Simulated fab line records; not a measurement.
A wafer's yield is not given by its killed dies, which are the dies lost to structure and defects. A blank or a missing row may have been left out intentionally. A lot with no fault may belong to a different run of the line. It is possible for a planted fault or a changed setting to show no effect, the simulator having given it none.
A lot that was struck, set against a sound lot -- flow n5-finfet -- 16 steps out of a route of 1938
Sound: wafers L946.2, L946.3, L946.5. The struck wafers were L945.1, L945.3, L945.5. The cause is given at the end.
Each step with rows lists, per side, the tool, then ch with its chambers, then its first start. Under that, the readings that differ: sound wafers -- struck wafers -- difference of the means -- sigmas: that difference in standard deviations of wafers without a fault.
alike: same words and numbers on both sides, and readings whose means sit less than 2 such deviations apart. not compared: any withheld reading, any reading some wafer has no value for, any bound like >300 that may hide the same value, and any number with overlapping values for which the record gives no deviation.
The two part at a step that has a row with sigmas, a row that says differs or no value, or rows on one side only. When numbers do not overlap yet have no deviation, they are printed without sigmas and do not part them. A reading that every wafer of one side lacks parts them only if that side has two wafers or more.

first, 7 steps without rows for these wafers: N5_BEOL_M2_COAT_76 (time 60 s, resist thk 5 nm); N5_BEOL_M2_COAT_22 (resist thk 30 nm); N5_BEOL_M2_EBR_24; N5_BEOL_M2_SOFTBAKE_23 (time 60 s); N5_BEOL_M2_EXPOSE_25 (exposes mask V1, defocus 5 nm); N5_BEOL_M2_PEB_26 (peb time 60 s); N5_BEOL_M2_DEVELOP_27 (develop time 30 s).
N5_BEOL_M2_CD_MEAS_28: target cd 26.2 nm, target cd y 24.1 nm.
  sound on cd-sem-03 ch 0, day 8 09:31; struck on cd-sem-01 ch 0, day 8 05:55
  alike: cd-nm
N5_BEOL_M2_OVL_MEAS_29:
  sound on overlay-02 ch 0, day 8 09:33; struck on overlay-01 ch 0, day 8 05:57
  alike: V1_OVL
N5_BEOL_M2_INSPECT_30: inspects for defects (brightfield).
  struck on defect-inspect-02, day 8 06:01; sound on defect-inspect-01, day 8 09:37
  alike: raw-defect-count
N5_BEOL_M2_DESCUM_33: chemistry O2, time 7 s.
  sound on rie-diel-01 ch 0,1,3, day 8 09:39; struck on rie-diel-03 ch 0,3, day 8 06:04
  alike: drypump-motor-current-A, oes-product-au, rf-fwd-power-W, rf-vpp-V, showerhead-plenum-p-Torr, temp-c, throttle-valve-pct
  not compared: rf-hours-counter-h
N5_BEOL_M2_ETCH_77: etches underlayer in N2/H2, target depth 6.5 nm, time 5.2 s.
  sound on rie-diel-01 ch 0,1,3, day 8 09:41; struck on rie-diel-03 ch 0,3, day 8 06:06
reading,sound,struck,difference,sigmas
rf-fwd-power-W (W),816 813 818,828 819 818,+6,+2
  alike: bias-w, drypump-motor-current-A, etch-rf-on-time-s, oes-product-au, rf-vpp-V, showerhead-plenum-p-Torr, throttle-valve-pct
  not compared: rf-hours-counter-h
N5_BEOL_M2_ETCH_69: etches SiARC in CF4, target depth 15.6 nm, time 26 s.
  sound on rie-diel-01 ch 0,1,3, day 8 09:42; struck on rie-diel-03 ch 0,3, day 8 06:07
reading,sound,struck,difference,sigmas
bias-w (W),35.94 35.92 36.03,37.54 37.71 37.60,+1.65,+15
rf-vpp-V (V),184.3 185.1 183.6,191.1 188.2 188.5,+4.9,+4
  alike: drypump-motor-current-A, etch-rf-on-time-s, oes-product-au, rf-fwd-power-W, showerhead-plenum-p-Torr, throttle-valve-pct
  not compared: rf-hours-counter-h
N5_BEOL_M2_ALD_98: deposits SiO2, target thk 2.5 nm, pulse time 1 s, co reactant pulse time 1 s.
  sound on ald-sin-01 ch 1,3, day 8 10:12; struck on ald-sin-01 ch 0,2, day 8 06:13
  alike: heater-power-w, precursor-pulse-height-rel
N5_BEOL_M4_RC_MEAS_101:
  sound on prober-01 ch 0, day 10 05:06; struck on prober-01 ch 0, day 9 17:22
  alike: DIBL_N, DIBL_P, IOFF_N, IOFF_P, ION_N, ION_P, SS_N, SS_P, VT_N, VT_P
N5_PASSIVATION_PROBE_49:
  sound wafers here have rows in the record (prober-01, day 14 11:42); struck ones have none

== WHERE THEY PART ==
Earliest at N5_BEOL_M2_ETCH_77; latest, in this record, at N5_PASSIVATION_PROBE_49.

WHY: the cause the simulator had injected
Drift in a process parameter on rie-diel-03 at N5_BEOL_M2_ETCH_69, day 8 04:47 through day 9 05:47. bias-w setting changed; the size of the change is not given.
